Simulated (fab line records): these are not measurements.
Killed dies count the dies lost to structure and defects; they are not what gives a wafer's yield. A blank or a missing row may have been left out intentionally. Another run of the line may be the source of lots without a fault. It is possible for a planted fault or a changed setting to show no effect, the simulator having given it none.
fab line records	flow nand_harc
record lots=24	wafers=72	last_day=24
route steps=1159 shown P_BONDPAD@379 A_CHANNEL_HOLE_D1@475 A_CHANNEL_FILL_D1@494 A_STAIRCASE@647
lots that met no fault: from a run of the same line without faults
start_h: the number of hours between the record's first day and the start of the first shown wafer of the lot	wait_h: hours elapsed since this lot's preceding step	" the same as in the row above	L1.1+2: a row that stands for several wafers	- no value present, or no start provided	* or withheld: withheld	< > ~ a bound
route shown NAME@n: NAME is a module with steps in the file, n the number in the route of the first one	usual: mean/standard deviation taken from wafers without a fault	same: alike in all rows	chamber/n: place in a boat	sites: per-site readings	_std_site: the standard deviation of these	_edge_site: outer sites' mean less inner sites'	radius_mm: for every site, how far away it sits from the centre of the wafer	mask NAME#n: copy n	behind: the last tool/chamber to shape the wafer	hold: the reason the lot was held/the length of the hold in hours/how it ended	device: the n, p or np transistor that did not switch	end of line: at the end of the route, the tests of the same wafers	for a step that has no rows: nothing shown but its recipe	killed: the dies lost at the first sort to structure and to defects; this is not the yield of the wafer	map: the dies of a wafer, with x for killed, . for not killed, _ for no die there
set.NAME: the run value of the setting; set.NAME@STEP: its run value at that earlier step	model.NAME: the simulator's own value behind a step, which no gauge read
route steps across a sampled set of lots; one table per step, one row per wafer
services: from which hour (start_h, from the record's first day; less than 0 if before it) a tool's chamber was out of use, for how many hours, and why
## steps
# step NHARC_P_BONDPAD_ANNEAL_28
# recipe temp_c=225	time_s=90
# usual wafer_temp_C_max=226.3/0.31
lot.wafer	tool	chamber	start_h	wait_h	wafer_temp_C_max
L074.2	rtp_anneal-02	0	134.02	-	226.2
L074.4	"	0	"	"	226.3
L074.6	"	0	"	"	226.5
L076.4	rtp_anneal-01	0	136.71	-	226.5
L076.5	"	0	"	"	226.4
L076.6	"	0	"	"	226.9
L075.1	rtp_anneal-01	0	141.49	-	226.9
L075.2	"	0	"	"	226.3
L075.6	"	0	"	"	226.6
L078.2	rtp_anneal-01	0	154.52	-	226.6
L078.4	"	0	"	"	226.5
L078.5	"	0	"	"	226.3
L077.1	rtp_anneal-01	0	157.11	0.3	226.4
L077.3	"	0	"	"	226.8
L077.5	"	0	"	"	226.2
L079.4	rtp_anneal-02	0	164.63	-	226.1
L079.5	"	0	"	"	226.1
L079.6	"	0	"	"	226.3
L080.4	rtp_anneal-01	0	165.35	-	227.3
L080.5	"	0	"	"	226.6
L080.6	"	0	"	"	226.6
L081.1	rtp_anneal-02	0	174.60	-	226.2
L081.3	"	0	"	"	226.3
L081.6	"	0	"	"	227.0
L082.1	rtp_anneal-02	0	175.92	0.4	226.0
L082.2	"	0	"	"	226.2
L082.4	"	0	"	"	226.1
L084.1	rtp_anneal-02	0	188.61	0.3	226.9
L084.2	"	0	"	"	225.9
L084.3	"	0	"	"	226.4
L083.1	rtp_anneal-01	0	189.27	-	227.2
L083.2	"	0	"	"	225.8
L083.3	"	0	"	"	226.6
L085.1	rtp_anneal-02	0	195.92	-	226.6
L085.2	"	0	"	"	226.4
L085.5	"	0	"	"	225.6
L086.3	rtp_anneal-02	0	207.92	0.3	226.6
L086.4	"	0	"	"	226.8
L086.5	"	0	"	"	226.3
L087.1	rtp_anneal-01	0	208.53	-	226.3
L087.2	"	0	"	"	226.3
L087.6	"	0	"	"	226.0
L088.1	rtp_anneal-01	0	226.55	-	226.2
L088.5	"	0	"	"	226.4
L088.6	"	0	"	"	226.5
L089.1	rtp_anneal-02	0	227.02	-	226.2
L089.4	"	0	"	"	225.9
L089.5	"	0	"	"	226.1
L090.1	rtp_anneal-01	0	228.69	-	226.1
L090.5	"	0	"	"	226.7
L090.6	"	0	"	"	226.1
L091.1	rtp_anneal-01	0	235.38	0.3	226.0
L091.4	"	0	"	"	226.4
L091.5	"	0	"	"	226.9
L092.1	rtp_anneal-02	0	242.04	-	226.3
L092.3	"	0	"	"	225.5
L092.5	"	0	"	"	226.3
L093.2	rtp_anneal-02	0	250.91	0.3	226.1
L093.3	"	0	"	"	226.9
L093.6	"	0	"	"	226.4
L094.2	rtp_anneal-02	0	251.75	0.4	226.0
L094.4	"	0	"	"	226.0
L094.5	"	0	"	"	226.4
L095.1	rtp_anneal-02	0	257.42	0.3	226.1
L095.4	"	0	"	"	226.0
L095.5	"	0	"	"	226.2
L097.1	rtp_anneal-02	0	261.21	0.3	226.2
L097.2	"	0	"	"	226.3
L097.3	"	0	"	"	226.0
L096.2	rtp_anneal-01	0	261.74	-	226.5
L096.4	"	0	"	"	226.5
L096.5	"	0	"	"	226.5
# step NHARC_P_BONDPAD_THK_MEAS_20
# recipe thk_meas_gauge=xrf
# usual thk_nm=160.3/1.5
lot.wafer	tool	chamber	start_h	wait_h	thk_nm
L074.2	film_metro-02	-	134.66	-	157.7
L074.4	"	-	"	"	159.1
L074.6	"	-	"	"	159.2
L076.4	film_metro-01	-	137.22	-	158.9
L076.5	"	-	"	"	160.0
L076.6	"	-	"	"	161.6
L075.1	film_metro-01	-	142.15	-	160.3
L075.2	"	-	"	"	160.4
L075.6	"	-	"	"	158.5
L078.2	film_metro-01	-	155.12	-	159.8
L078.4	"	-	"	"	159.1
L078.5	"	-	"	"	160.9
L077.1	film_metro-02	-	157.78	-	158.7
L077.3	"	-	"	"	159.3
L077.5	"	-	"	"	161.6
L079.4	film_metro-01	-	165.14	-	163.0
L079.5	"	-	"	"	161.6
L079.6	"	-	"	"	161.7
L080.4	film_metro-02	-	165.86	-	160.1
L080.5	"	-	"	"	159.2
L080.6	"	-	"	"	161.0
L081.1	film_metro-02	-	175.27	-	160.5
L081.3	"	-	"	"	161.2
L081.6	"	-	"	"	160.7
L082.1	film_metro-02	-	176.58	-	161.1
L082.2	"	-	"	"	162.0
L082.4	"	-	"	"	159.2
L084.1	film_metro-02	-	189.28	-	162.6
L084.2	"	-	"	"	161.7
L084.3	"	-	"	"	160.2
L083.1	film_metro-01	-	189.93	-	160.3
L083.2	"	-	"	"	159.1
L083.3	"	-	"	"	159.8
L085.1	film_metro-02	-	196.58	-	160.6
L085.2	"	-	"	"	161.7
L085.5	"	-	"	"	160.1
L086.3	film_metro-02	-	208.49	-	159.6
L086.4	"	-	"	"	160.0
L086.5	"	-	"	"	158.9
L087.1	film_metro-02	-	209.52	-	162.8
L087.2	"	-	"	"	161.9
L087.6	"	-	"	"	162.0
L088.1	film_metro-02	-	227.21	-	159.1
L088.5	"	-	"	"	160.6
L088.6	"	-	"	"	159.0
L089.1	film_metro-01	-	227.69	-	163.8
L089.4	"	-	"	"	158.9
L089.5	"	-	"	"	158.9
L090.1	film_metro-02	-	229.36	-	159.5
L090.5	"	-	"	"	158.9
L090.6	"	-	"	"	156.5
L091.1	film_metro-01	-	236.05	-	159.4
L091.4	"	-	"	"	159.9
L091.5	"	-	"	"	158.9
L092.1	film_metro-02	-	242.70	-	160.1
L092.3	"	-	"	"	157.4
L092.5	"	-	"	"	160.3
L093.2	film_metro-02	-	251.53	-	161.4
L093.3	"	-	"	"	160.3
L093.6	"	-	"	"	158.2
L094.2	film_metro-01	-	252.41	-	160.4
L094.4	"	-	"	"	159.8
L094.5	"	-	"	"	159.5
L095.1	film_metro-02	-	258.12	-	161.4
L095.4	"	-	"	"	159.1
L095.5	"	-	"	"	160.8
L097.1	film_metro-02	-	261.91	-	160.1
L097.2	"	-	"	"	157.4
L097.3	"	-	"	"	161.5
L096.2	film_metro-02	-	262.36	-	160.8
L096.4	"	-	"	"	161.8
L096.5	"	-	"	"	161.4
# step NHARC_A_CHANNEL_HOLE_D1_ETCH_23
# recipe bias_v=5000	source_w=withheld	pressure_mtorr=20	time_s=819	ar_flow_sccm=375	c4f8_flow_sccm=89.3	o2_flow_sccm=35.7	temp_c=-20	target_depth_a=16000	chemistry=C4F8/O2/Ar
# usual drypump_motor_current_A=6.0/0.47	showerhead_plenum_p_Torr=3.74/0.064	throttle_valve_pct=32.155/0.0099
lot.wafer	tool	chamber	start_h	wait_h	drypump_motor_current_A	rf_hours_counter_h	showerhead_plenum_p_Torr	throttle_valve_pct
L074.2	har_etch-02	1	181.19	0.5	6.6	101	3.67	32.146
L074.4	"	0	"	"	6.0	-	3.81	32.152
L074.6	"	1	"	"	6.6	-	3.67	32.147
L076.4	har_etch-01	0	182.87	0.5	5.2	-	3.82	32.155
L076.5	"	0	"	"	5.2	-	3.82	32.150
L076.6	"	1	"	"	6.0	-	3.73	32.152
L075.2	har_etch-02	0	190.07	0.5	5.9	105	3.81	32.150
L075.1	"	1	"	"	6.5	105	3.67	32.167
L075.6	"	1	"	"	6.5	-	3.67	32.180
L078.2	har_etch-02	1	199.29	0.5	6.5	109	3.67	32.168
L078.4	"	1	"	"	6.5	-	3.67	32.153
L078.5	"	1	"	"	6.5	-	3.67	32.159
L077.1	har_etch-01	0	200.16	0.5	5.2	199	3.82	32.155
L077.3	"	0	"	"	5.2	-	3.82	32.155
L077.5	"	1	"	"	6.0	-	3.73	32.142
L080.4	har_etch-01	1	208.41	0.5	6.0	-	3.73	32.152
L080.6	"	1	"	"	6.0	-	3.73	32.144
L080.5	"	0	"	"	5.2	-	3.82	32.146
L079.4	har_etch-02	0	208.81	0.5	6.0	-	3.80	32.155
L079.5	"	1	"	"	6.5	-	3.66	32.153
L079.6	"	0	"	"	6.0	-	3.80	32.173
L081.1	har_etch-01	1	218.43	0.5	6.0	210	3.72	32.155
L081.3	"	0	"	"	5.2	-	3.81	32.143
L081.6	"	0	"	"	5.2	-	3.81	32.145
L082.1	har_etch-02	1	218.64	0.5	6.5	121	3.66	32.154
L082.2	"	0	"	"	6.0	121	3.80	32.152
L082.4	"	0	"	"	6.0	-	3.80	32.149
L083.1	har_etch-02	0	233.10	0.5	6.0	125	3.80	32.147
L083.2	"	1	"	"	6.6	125	3.66	32.151
L083.3	"	0	"	"	6.0	-	3.80	32.151
L084.1	har_etch-01	1	233.24	0.5	6.0	215	3.72	32.147
L084.2	"	0	"	"	5.2	215	3.81	32.153
L084.3	"	1	"	"	6.0	-	3.72	32.172
L085.2	har_etch-02	0	243.22	0.5	6.0	131	3.79	32.152
L085.1	"	1	"	"	6.5	131	3.65	32.148
L085.5	"	0	"	"	6.0	-	3.79	32.150
L087.1	har_etch-02	0	250.68	0.5	6.0	135	3.79	32.155
L087.2	"	1	"	"	6.6	135	3.65	32.160
L087.6	"	0	"	"	6.0	-	3.79	32.156
L086.4	har_etch-01	0	250.77	0.5	5.2	-	3.81	32.146
L086.3	"	1	"	"	6.0	-	3.72	32.167
L086.5	"	0	"	"	5.2	-	3.81	32.165
L090.1	har_etch-02	0	270.39	0.5	6.0	142	3.79	32.170
L090.5	"	0	"	"	6.0	-	3.79	32.157
L090.6	"	1	"	"	6.6	-	3.65	32.163
L089.1	har_etch-01	0	271.51	0.5	5.2	229	3.80	32.182
L089.4	"	0	"	"	5.2	-	3.80	32.151
L089.5	"	1	"	"	6.0	-	3.71	32.151
L088.1	har_etch-02	0	274.65	0.5	6.0	145	3.78	32.158
L088.5	"	1	"	"	6.5	-	3.65	32.142
L088.6	"	0	"	"	6.0	-	3.78	32.153
L092.1	har_etch-01	0	286.12	0.5	5.2	236	3.80	32.147
L092.3	"	1	"	"	6.0	-	3.71	32.158
L092.5	"	1	"	"	6.0	-	3.71	32.157
L091.1	har_etch-02	0	286.38	0.5	6.0	152	3.78	32.156
L091.4	"	1	"	"	6.5	-	3.64	32.138
L091.5	"	0	"	"	6.0	-	3.78	32.148
L094.2	har_etch-01	1	296.97	0.5	6.0	240	3.71	32.154
L094.4	"	0	"	"	5.2	-	3.80	32.151
L094.5	"	0	"	"	5.2	-	3.80	32.151
L093.2	har_etch-02	0	297.63	0.5	6.0	156	3.78	32.170
L093.3	"	1	"	"	6.5	-	3.64	32.130
L093.6	"	1	"	"	6.5	-	3.64	32.146
L095.1	har_etch-01	1	301.15	0.5	6.0	244	3.70	32.158
L095.4	"	0	"	"	5.2	-	3.80	32.158
L095.5	"	0	"	"	5.2	-	3.80	32.136
L097.1	har_etch-02	0	304.98	0.5	6.0	160	3.78	32.151
L097.2	"	1	"	"	6.5	160	3.64	32.151
L097.3	"	1	"	"	6.6	-	3.64	32.171
L096.2	har_etch-01	1	306.15	0.5	6.0	248	3.70	32.135
L096.4	"	1	"	"	6.0	-	3.70	32.158
L096.5	"	1	"	"	6.0	-	3.70	32.158
# step NHARC_A_CHANNEL_FILL_D1_ALD_14
# recipe target_thk_a=25	pulse_time_s=10	ald_cycles=25	temp_c=300	material=SiO2
# usual heater_power_outer_w=247/28	heater_power_w=436/49	precursor_pulse_height_rel=0.998/0.018
lot.wafer	tool	chamber	start_h	wait_h	heater_power_outer_w	heater_power_w	precursor_pulse_height_rel
L074.2	ald_hk-03	2	192.63	0.1	291	505	1.024
L074.4	"	3	"	"	231	382	1.003
L074.6	"	1	"	"	200	359	0.973
L076.4	ald_hk-03	1	192.78	0.3	204	352	0.976
L076.6	"	1	"	"	204	363	0.983
L076.5	"	2	"	"	292	520	1.014
L075.1	ald_hk-03	3	201.63	0.1	222	391	1.024
L075.2	"	0	"	"	251	440	1.003
L075.6	"	1	"	"	205	359	1.006
L078.2	ald_hk-03	1	210.78	0.0	206	358	0.998
L078.4	"	2	"	"	288	514	1.011
L078.5	"	2	"	"	289	528	0.982
L077.3	ald_hk-03	1	211.08	0.3	198	356	0.994
L077.1	"	2	"	"	288	509	0.990
L077.5	"	3	"	"	230	387	0.986
L079.4	ald_hk-04	1	220.29	0.0	250	418	0.999
L079.6	"	1	"	"	243	432	1.002
L079.5	"	2	"	"	230	407	0.973
L080.4	ald_hk-01	0	220.33	0.1	266	476	0.989
L080.5	"	3	"	"	230	419	0.999
L080.6	"	0	"	"	265	473	1.017
L081.3	ald_hk-04	2	231.88	0.0	227	404	0.990
L081.1	"	1	"	"	245	426	1.000
L081.6	"	2	"	"	233	418	0.962
L082.1	ald_hk-04	0	232.10	0.3	273	496	0.985
L082.4	"	1	"	"	245	429	1.010
L082.2	"	2	"	"	232	405	1.031
L084.2	ald_hk-04	3	244.62	0.1	204	364	0.992
L084.1	"	0	"	"	274	497	0.979
L084.3	"	2	"	"	233	409	1.000
L083.1	ald_hk-01	0	244.63	0.1	258	458	1.020
L083.3	"	1	"	"	266	479	0.986
L083.2	"	2	"	"	283	484	0.990
L085.1	ald_hk-01	3	254.94	0.1	228	412	0.986
L085.2	"	0	"	"	263	471	1.006
L085.5	"	1	"	"	269	474	0.998
L086.4	ald_hk-01	2	262.09	0.0	285	490	0.983
L086.3	"	3	"	"	222	416	1.031
L086.5	"	2	"	"	279	481	0.991
L087.1	ald_hk-01	1	262.35	0.3	270	473	1.009
L087.2	"	3	"	"	226	423	0.980
L087.6	"	1	"	"	261	480	1.016
L090.1	ald_hk-04	2	283.23	1.4	235	413	1.024
L090.6	"	1	"	"	245	422	1.001
L090.5	"	2	"	"	237	422	0.979
L089.1	ald_hk-04	0	283.49	1.7	277	482	1.007
L089.4	"	1	"	"	243	425	0.985
L089.5	"	3	"	"	204	387	1.009
L088.1	ald_hk-01	3	286.06	0.1	228	416	1.019
L088.5	"	1	"	"	272	490	1.004
L088.6	"	2	"	"	277	475	0.979
L091.1	ald_hk-03	2	297.56	0.0	296	517	0.999
L091.4	"	3	"	"	230	388	0.993
L091.5	"	3	"	"	228	386	1.023
L092.1	ald_hk-04	3	297.56	0.0	203	376	1.022
L092.3	"	2	"	"	238	416	0.962
L092.5	"	3	"	"	201	375	0.975
L093.2	ald_hk-03	3	308.56	0.0	234	386	0.982
L093.3	"	0	"	"	249	448	0.979
L093.6	"	3	"	"	231	386	1.010
L094.4	ald_hk-01	1	308.61	0.1	272	478	1.007
L094.2	"	2	"	"	281	488	1.004
L094.5	"	1	"	"	274	476	1.013
L095.4	ald_hk-03	0	316.19	3.5	256	428	0.986
L095.1	"	2	"	"	294	524	0.943
L095.5	"	0	"	"	255	430	0.999
L097.3	ald_hk-04	2	316.48	0.1	236	401	0.976
L097.2	"	3	"	"	210	379	0.976
L097.1	"	0	"	"	277	495	1.009
L096.4	ald_hk-04	3	316.66	0.3	207	377	1.011
L096.2	"	2	"	"	238	418	0.990
L096.5	"	0	"	"	275	494	0.981
# step NHARC_A_STAIRCASE_ETCH_253
# recipe target_depth_a=500	time_s=20.2	ion_energy_ev=400	c4f8_flow_sccm=20	o2_flow_sccm=10	ar_flow_sccm=withheld	rf_w=600	bias_w=1000	chemistry=C4F8/O2
# usual oes_product_au=0.964/0.018	rf_vpp_V=898/3.9
lot.wafer	tool	chamber	start_h	wait_h	oes_product_au	rf_hours_counter_h	rf_vpp_V
L076.4	rie_diel-04	0	248.46	0.1	0.957	49	901
L076.6	"	2	"	"	0.982	-	902
L076.5	"	3	"	"	0.969	-	895
L074.4	rie_diel-04	3	248.73	0.1	0.995	49	895
L074.2	"	0	"	"	0.965	49	900
L074.6	"	0	"	"	0.960	-	899
L075.2	rie_diel-04	2	258.94	0.2	0.966	50	902
L075.1	"	0	"	"	0.951	52	900
L075.6	"	2	"	"	0.960	-	900
L077.1	rie_diel-09	3	269.35	0.1	0.969	3	891
L077.3	"	1	"	"	0.965	4	904
L077.5	"	3	"	"	0.962	-	892
L078.2	rie_diel-09	3	269.66	0.1	0.962	3	891
L078.4	"	0	"	"	0.959	3	901
L078.5	"	2	"	"	0.958	-	897
L079.4	rie_diel-11	1	279.38	0.1	0.961	30	890
L079.5	"	1	"	"	0.944	-	889
L079.6	"	2	"	"	0.944	-	900
L080.4	rie_diel-04	2	280.70	0.1	0.993	58	900
L080.5	"	3	"	"	0.984	-	895
L080.6	"	0	"	"	0.966	-	900
L082.1	rie_diel-04	0	287.69	0.1	0.955	65	899
L082.2	"	2	"	"	0.973	60	901
L082.4	"	2	"	"	0.967	-	901
L081.1	rie_diel-11	2	289.27	0.1	0.969	32	900
L081.3	"	0	"	"	0.980	34	895
L081.6	"	2	"	"	0.971	-	899
L084.3	rie_diel-04	2	303.62	0.1	0.985	3	900
L084.2	"	0	"	"	0.963	3	900
L084.1	"	1	"	"	0.966	1	902
L083.2	rie_diel-04	1	307.64	0.1	0.961	2	901
L083.3	"	2	"	"	0.986	4	901
L083.1	"	3	"	"	0.972	4	895
L085.1	rie_diel-11	1	314.81	0.1	0.957	44	890
L085.2	"	3	"	"	0.977	44	894
L085.5	"	2	"	"	0.975	-	899
L086.3	rie_diel-04	2	317.64	0.1	0.970	8	901
L086.4	"	0	"	"	0.967	8	899
L086.5	"	2	"	"	0.953	-	900
L087.2	rie_diel-04	3	318.71	0.1	0.957	8	894
L087.1	"	0	"	"	0.985	8	901
L087.6	"	2	"	"	0.969	-	901
L088.1	rie_diel-09	0	339.72	0.1	0.981	30	902
L088.5	"	3	"	"	0.979	-	891
L088.6	"	0	"	"	0.988	-	902
L089.4	rie_diel-09	1	340.46	0.1	0.948	27	901
L089.1	"	3	"	"	0.998	28	890
L089.5	"	2	"	"	0.981	-	898
L090.1	rie_diel-09	3	340.79	0.1	0.946	28	892
L090.6	"	3	"	"	0.952	-	892
L090.5	"	0	"	"	0.951	-	902
L091.4	rie_diel-04	1	353.89	0.1	0.989	19	901
L091.1	"	2	"	"	0.977	21	900
L091.5	"	0	"	"	0.980	-	900
L092.3	rie_diel-04	2	354.61	0.1	0.971	21	902
L092.1	"	3	"	"	0.969	19	894
L092.5	"	0	"	"	0.959	-	901
L094.4	rie_diel-04	3	369.54	0.1	0.956	26	893
L094.2	"	0	"	"	0.935	25	899
L094.5	"	0	"	"	0.939	-	899
L093.3	rie_diel-09	3	371.67	0.2	0.925	39	891
L093.2	"	0	"	"	0.921	42	902
L093.6	"	3	"	"	0.931	-	892
L096.2	rie_diel-04	2	375.90	0.1	0.934	33	899
L096.4	"	3	"	"	0.923	32	895
L096.5	"	3	"	"	0.925	-	894
L097.2	rie_diel-11	1	378.67	0.1	0.959	1	888
L097.3	"	2	"	"	0.957	1	898
L097.1	"	3	"	"	0.976	1	893
L095.1	rie_diel-11	3	379.52	0.1	0.984	1	893
L095.4	"	0	"	"	0.994	1	895
L095.5	"	2	"	"	0.961	-	898
# step NHARC_A_STAIRCASE_ETCH_452
# recipe target_depth_a=300	overetch_a=30	time_s=16.5	ion_energy_ev=100	cf4_flow_sccm=80	o2_flow_sccm=20	ar_flow_sccm=0	rf_w=300	bias_w=100	chemistry=CF4/O2
# usual drypump_motor_current_A=5.7/0.42	oes_o_777_au=1.000/0.0042	oes_product_au=1.003/0.0095	rf_vpp_V=198.3/1.3	showerhead_plenum_p_Torr=1.36/0.042	throttle_valve_pct=13.397/0.0089
lot.wafer	tool	chamber	start_h	wait_h	drypump_motor_current_A	oes_o_777_au	oes_product_au	rf_hours_counter_h	rf_vpp_V	showerhead_plenum_p_Torr	throttle_valve_pct
L076.4	rie_diel-04	0	-	-	5.7	0.999	1.006	50	200.1	1.39	13.394
L076.5	"	1	"	"	5.2	0.994	0.999	-	198.3	1.40	13.386
L076.6	"	2	"	"	5.6	1.001	1.012	-	198.4	1.39	13.406
L074.4	rie_diel-04	2	-	-	5.6	0.996	1.008	47	196.9	1.40	13.387
L074.2	"	1	"	"	5.2	0.999	0.992	48	199.6	1.40	13.381
L074.6	"	3	"	"	6.0	1.000	1.008	-	198.7	1.33	13.401
L075.2	rie_diel-11	3	-	-	5.0	1.005	0.994	24	197.6	1.32	13.408
L075.1	"	0	"	"	6.0	0.992	1.009	26	198.0	1.33	13.379
L075.6	"	3	"	"	5.0	1.004	0.986	-	199.5	1.32	13.405
L077.1	rie_diel-04	1	-	-	5.2	1.001	1.003	57	198.4	1.40	13.401
L077.3	"	2	"	"	5.6	1.008	1.019	55	198.6	1.39	13.390
L077.5	"	2	"	"	5.6	1.007	1.015	-	198.5	1.39	13.388
L078.2	rie_diel-04	1	-	-	5.2	0.996	0.996	58	198.3	1.40	13.420
L078.4	"	2	"	"	5.6	0.997	1.006	56	198.8	1.39	13.395
L078.5	"	0	"	"	5.7	1.003	0.991	-	199.8	1.38	13.393
L079.4	rie_diel-09	3	-	-	5.8	1.005	1.005	7	195.9	1.29	13.380
L079.6	"	1	"	"	6.7	0.998	0.976	-	198.4	1.40	13.385
L079.5	"	2	"	"	5.4	1.001	0.996	-	197.0	1.35	13.396
L080.4	rie_diel-04	0	-	-	5.7	1.008	1.004	64	199.4	1.38	13.387
L080.6	"	3	"	"	6.0	0.997	1.010	-	199.8	1.33	13.405
L080.5	"	0	"	"	5.8	1.002	1.013	-	200.3	1.38	13.406
L082.2	rie_diel-09	2	-	-	5.4	1.003	0.992	10	200.1	1.35	13.394
L082.4	"	3	"	"	5.7	0.994	1.014	11	197.9	1.29	13.400
L082.1	"	0	"	"	5.5	0.993	1.004	12	199.8	1.40	13.387
L081.3	rie_diel-11	3	-	-	5.0	0.998	1.003	35	197.0	1.32	13.398
L081.1	"	0	"	"	6.0	1.008	1.006	37	196.5	1.33	13.390
L081.6	"	2	"	"	6.0	0.997	1.000	-	201.6	1.37	13.389
L084.2	rie_diel-04	3	-	-	6.0	1.002	0.991	4	198.7	1.32	13.399
L084.1	"	1	"	"	5.2	0.998	1.003	2	198.8	1.39	13.396
L084.3	"	2	"	"	5.6	0.997	1.007	4	198.8	1.39	13.394
L083.3	rie_diel-11	0	-	-	6.0	1.006	1.008	43	197.6	1.33	13.387
L083.1	"	1	"	"	5.3	0.996	1.003	43	196.2	1.26	13.406
L083.2	"	2	"	"	6.0	1.002	1.015	43	198.2	1.37	13.399
L085.1	rie_diel-11	3	-	-	5.0	1.006	1.008	45	198.6	1.32	13.403
L085.2	"	1	"	"	5.4	1.010	1.002	45	196.7	1.26	13.388
L085.5	"	3	"	"	5.0	1.002	1.006	-	197.4	1.32	13.399
L086.3	rie_diel-09	3	-	-	5.8	0.994	1.010	23	197.1	1.29	13.379
L086.4	"	0	"	"	5.5	0.994	1.008	25	198.6	1.40	13.375
L086.5	"	0	"	"	5.5	0.997	1.012	-	199.0	1.40	13.404
L087.2	rie_diel-04	1	-	-	5.2	0.996	1.019	8	199.0	1.39	13.400
L087.1	"	2	"	"	5.6	1.000	1.003	10	199.1	1.39	13.398
L087.6	"	1	"	"	5.2	1.001	1.007	-	200.0	1.39	13.392
L088.1	rie_diel-04	1	-	-	5.2	0.996	1.003	16	200.1	1.39	13.404
L088.6	"	3	"	"	6.1	0.998	0.996	-	196.9	1.32	13.400
L088.5	"	0	"	"	5.8	1.003	1.001	-	197.1	1.38	13.399
L089.1	rie_diel-09	0	-	-	5.5	0.996	0.995	31	200.5	1.40	13.401
L089.4	"	1	"	"	6.7	0.995	0.981	29	200.1	1.39	13.403
L089.5	"	0	"	"	5.5	0.990	1.007	-	200.8	1.40	13.397
L090.1	rie_diel-09	3	-	-	5.8	1.005	1.005	30	197.0	1.29	13.395
L090.5	"	1	"	"	6.7	1.001	0.987	-	200.5	1.39	13.384
L090.6	"	2	"	"	5.4	1.002	1.001	-	196.6	1.34	13.411
L091.4	rie_diel-04	0	-	-	5.7	1.003	0.995	21	198.8	1.38	13.405
L091.1	"	1	"	"	5.2	0.996	1.001	20	200.8	1.39	13.402
L091.5	"	3	"	"	6.0	0.996	0.989	-	197.5	1.32	13.404
L092.1	rie_diel-09	0	-	-	5.5	0.995	1.008	35	199.0	1.40	13.403
L092.3	"	1	"	"	6.7	1.000	1.001	34	198.5	1.39	13.406
L092.5	"	1	"	"	6.7	1.004	0.996	-	200.1	1.39	13.397
L094.2	rie_diel-04	3	-	-	6.0	1.002	0.995	31	198.3	1.32	13.416
L094.4	"	0	"	"	5.7	1.003	1.002	29	197.7	1.37	13.395
L094.5	"	1	"	"	5.2	0.997	1.010	-	199.2	1.39	13.396
L093.3	rie_diel-04	1	376.68	-	5.2	1.005	1.023	28	197.8	1.39	13.403
L093.2	"	2	"	"	5.6	0.996	1.010	33	200.7	1.38	13.402
L093.6	"	2	"	"	5.6	1.004	1.018	-	198.5	1.38	13.400
L096.2	rie_diel-09	1	-	-	6.7	1.003	0.994	43	200.4	1.39	13.400
L096.4	"	2	"	"	5.4	1.005	0.992	41	196.6	1.34	13.404
L096.5	"	0	"	"	5.5	1.004	1.009	-	199.7	1.39	13.384
L097.2	rie_diel-09	3	-	-	5.7	0.994	1.014	43	195.6	1.28	13.418
L097.3	"	1	"	"	6.7	1.006	0.984	44	198.0	1.39	13.413
L097.1	"	2	"	"	5.4	1.000	0.991	41	198.5	1.34	13.394
L095.1	rie_diel-11	3	-	-	5.0	1.000	1.010	2	197.3	1.31	13.391
L095.4	"	0	"	"	6.0	0.993	1.013	2	198.0	1.32	13.392
L095.5	"	3	"	"	5.0	0.999	1.002	-	197.5	1.31	13.394
## services
tool	chamber	start_h	hours	kind
rie_diel-04	-	111.90	9.0	pm
rie_diel-11	2	115.21	4.2	repair
rie_diel-11	-	116.17	0.1	repair
rie_diel-09	2	129.31	2.8	repair
ald_hk-04	-	131.85	1.0	repair
ald_hk-04	-	133.30	2.7	repair
ald_hk-04	-	139.72	2.1	repair
rie_diel-09	0	149.63	1.2	repair
rie_diel-04	2	157.57	3.5	repair
rie_diel-09	1	168.37	4.0	repair
rie_diel-09	2	170.13	2.0	repair
rie_diel-09	0	171.52	2.7	repair
rie_diel-11	-	190.85	9.0	pm
rie_diel-11	1	223.95	4.9	repair
rie_diel-09	0	238.59	5.8	repair
rie_diel-09	-	254.10	9.0	pm
rie_diel-04	1	285.68	14.8	repair
rie_diel-04	-	288.90	9.0	pm
rtp_anneal-02	-	300.00	12.0	pm
rie_diel-09	-	303.60	1.2	repair
rie_diel-11	0	306.40	2.2	repair
har_etch-01	-	308.77	17.0	pm
rie_diel-11	1	352.19	8.8	repair
rie_diel-11	-	367.85	9.0	pm
## key
fault none
